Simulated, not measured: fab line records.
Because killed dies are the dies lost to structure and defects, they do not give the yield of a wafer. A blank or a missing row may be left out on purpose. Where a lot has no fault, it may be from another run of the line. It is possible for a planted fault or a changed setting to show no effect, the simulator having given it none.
Split-lot study || flow n5Finfet || 21 wafers read from 7 lots, route of 1938 steps

ABOUT THE SPLIT
At N5_BEOL_M12_ETCH_38 (etches SiCN in CF4/N2, target depth 68.7 nm, time 73.4 s), the setting timeS was moved away from the recipe's 73.4 s on 7 of the 21 wafers read, by -17.1% to +8.7%. The other wafers ran this setting at the recipe's value.

The split's own step is where the reading is taken.

THE READING
etch.depthNm (the simulator's own value, which no gauge read), in nm, at N5_BEOL_M12_ETCH_38 (etches SiCN in CF4/N2, target depth 68.7 nm, time 73.4 s). The file does not state a usual value for it. Here, 14 wafers ran the recipe; their average is 59.67 nm with a standard deviation of 1.4 nm.

{"wafer": "L074.1", "tool, chamber at the split": "rieDiel-03, 1", "timeS as run, s": 73.4, "against the recipe": "recipe", "etch.depthNm, nm": 57.99, "against lot-mates on the recipe": "-"}
{"wafer": "L074.2", "tool, chamber at the split": "rieDiel-03, 3", "timeS as run, s": 79.76, "against the recipe": "+8.7%", "etch.depthNm, nm": 63.49, "against lot-mates on the recipe": "+5.50"}
{"wafer": "L074.3", "tool, chamber at the split": "rieDiel-03, 0", "timeS as run, s": 79.76, "against the recipe": "+8.7%", "etch.depthNm, nm": 62.93, "against lot-mates on the recipe": "+4.94"}
{"wafer": "L079.3", "tool, chamber at the split": "rieDiel-06, 2", "timeS as run, s": 73.4, "against the recipe": "recipe", "etch.depthNm, nm": 60.04, "against lot-mates on the recipe": "-"}
{"wafer": "L079.5", "tool, chamber at the split": "rieDiel-06, 1", "timeS as run, s": 73.4, "against the recipe": "recipe", "etch.depthNm, nm": 58.16, "against lot-mates on the recipe": "-"}
{"wafer": "L079.6", "tool, chamber at the split": "rieDiel-06, 2", "timeS as run, s": 73.4, "against the recipe": "recipe", "etch.depthNm, nm": 59.68, "against lot-mates on the recipe": "-"}
{"wafer": "L084.1", "tool, chamber at the split": "rieDiel-06, 0", "timeS as run, s": 73.4, "against the recipe": "recipe", "etch.depthNm, nm": 60.47, "against lot-mates on the recipe": "-"}
{"wafer": "L084.2", "tool, chamber at the split": "rieDiel-06, 1", "timeS as run, s": 73.4, "against the recipe": "recipe", "etch.depthNm, nm": 62.29, "against lot-mates on the recipe": "-"}
{"wafer": "L084.5", "tool, chamber at the split": "rieDiel-06, 3", "timeS as run, s": 73.4, "against the recipe": "recipe", "etch.depthNm, nm": 58.91, "against lot-mates on the recipe": "-"}
{"wafer": "L087.3", "tool, chamber at the split": "rieDiel-06, 1", "timeS as run, s": 68.14, "against the recipe": "-7.2%", "etch.depthNm, nm": 56.98, "against lot-mates on the recipe": -5.21}
{"wafer": "L087.5", "tool, chamber at the split": "rieDiel-06, 2", "timeS as run, s": 68.14, "against the recipe": "-7.2%", "etch.depthNm, nm": 55.83, "against lot-mates on the recipe": -6.36}
{"wafer": "L087.6", "tool, chamber at the split": "rieDiel-06, 1", "timeS as run, s": 73.4, "against the recipe": "recipe", "etch.depthNm, nm": 62.19, "against lot-mates on the recipe": "-"}
{"wafer": "L088.1", "tool, chamber at the split": "rieDiel-06, 2", "timeS as run, s": 73.4, "against the recipe": "recipe", "etch.depthNm, nm": 60, "against lot-mates on the recipe": "-"}
{"wafer": "L088.2", "tool, chamber at the split": "rieDiel-06, 0", "timeS as run, s": 65.68, "against the recipe": "-10.5%", "etch.depthNm, nm": 53.69, "against lot-mates on the recipe": -6.88}
{"wafer": "L088.3", "tool, chamber at the split": "rieDiel-06, 1", "timeS as run, s": 73.4, "against the recipe": "recipe", "etch.depthNm, nm": 61.13, "against lot-mates on the recipe": "-"}
{"wafer": "L092.4", "tool, chamber at the split": "rieDiel-06, 0", "timeS as run, s": 60.84, "against the recipe": "-17.1%", "etch.depthNm, nm": 50.31, "against lot-mates on the recipe": -8.26}
{"wafer": "L092.5", "tool, chamber at the split": "rieDiel-06, 3", "timeS as run, s": 73.4, "against the recipe": "recipe", "etch.depthNm, nm": 58.57, "against lot-mates on the recipe": "-"}
{"wafer": "L092.6", "tool, chamber at the split": "rieDiel-06, 2", "timeS as run, s": 60.84, "against the recipe": "-17.1%", "etch.depthNm, nm": 49.55, "against lot-mates on the recipe": -9.02}
{"wafer": "L095.2", "tool, chamber at the split": "rieDiel-01, 0", "timeS as run, s": 73.4, "against the recipe": "recipe", "etch.depthNm, nm": 59.15, "against lot-mates on the recipe": "-"}
{"wafer": "L095.3", "tool, chamber at the split": "rieDiel-01, 2", "timeS as run, s": 73.4, "against the recipe": "recipe", "etch.depthNm, nm": 58.38, "against lot-mates on the recipe": "-"}
{"wafer": "L095.6", "tool, chamber at the split": "rieDiel-01, 0", "timeS as run, s": 73.4, "against the recipe": "recipe", "etch.depthNm, nm": 58.46, "against lot-mates on the recipe": "-"}

THE FIT
A straight line over all 21 wafers: etch.depthNm changes by +0.525 nm for each +1% of timeS; r = +0.94; the points scatter about the line by 1.3 nm.
The same after taking each lot's own level away (the mean of its wafers on the recipe; 21 wafers): +0.567 nm for each +1%; r = +0.97; scatter 1 nm.
The reading moves by 9.7 nm for the largest change in timeS, on that fit.
Measured against the standard deviation above, the lots' own levels, which go from 57.990 to 62.190 nm, span 3.1 times it.
The two slopes are in agreement: the lot-to-lot level therefore moves the slope only a little.
Check: for one of the wafers moved furthest among these (-17.1%), held out of the fit, the line's prediction against its lot-mates is -10.5 nm. It came out at -8.26 nm against them.

OTHER SPLITS ON THESE WAFERS
Before the reading, these wafers also passed through other splits. Each is held against what the fit with the lots' levels taken away leaves over:
{"other split on the same wafers": "N5_BEOL_M8_COAT_64 spinRpm", "wafers away from the commonest value": 9, "r with etch.depthNm (lot level and that fit taken away)": -0.37}
{"other split on the same wafers": "N5_BEOL_M9_ILD_DEP_00 timeS", "wafers away from the commonest value": 7, "r with etch.depthNm (lot level and that fit taken away)": -0.33}
{"other split on the same wafers": "N5_BEOL_M9_COAT_60 spinRpm", "wafers away from the commonest value": 9, "r with etch.depthNm (lot level and that fit taken away)": "+0.02"}
{"other split on the same wafers": "N5_BEOL_M11_COAT_22 spinRpm", "wafers away from the commonest value": 3, "r with etch.depthNm (lot level and that fit taken away)": -0.19}
{"other split on the same wafers": "N5_BEOL_M11_DEP_56 timeS", "wafers away from the commonest value": 7, "r with etch.depthNm (lot level and that fit taken away)": "+0.46"}
{"other split on the same wafers": "N5_BEOL_M12_ETCH_68 timeS", "wafers away from the commonest value": 5, "r with etch.depthNm (lot level and that fit taken away)": "+0.49"}

FILE'S OWN FIT
etch.depthNm changes by +0.579 nm for each +1% of timeS, r = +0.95.
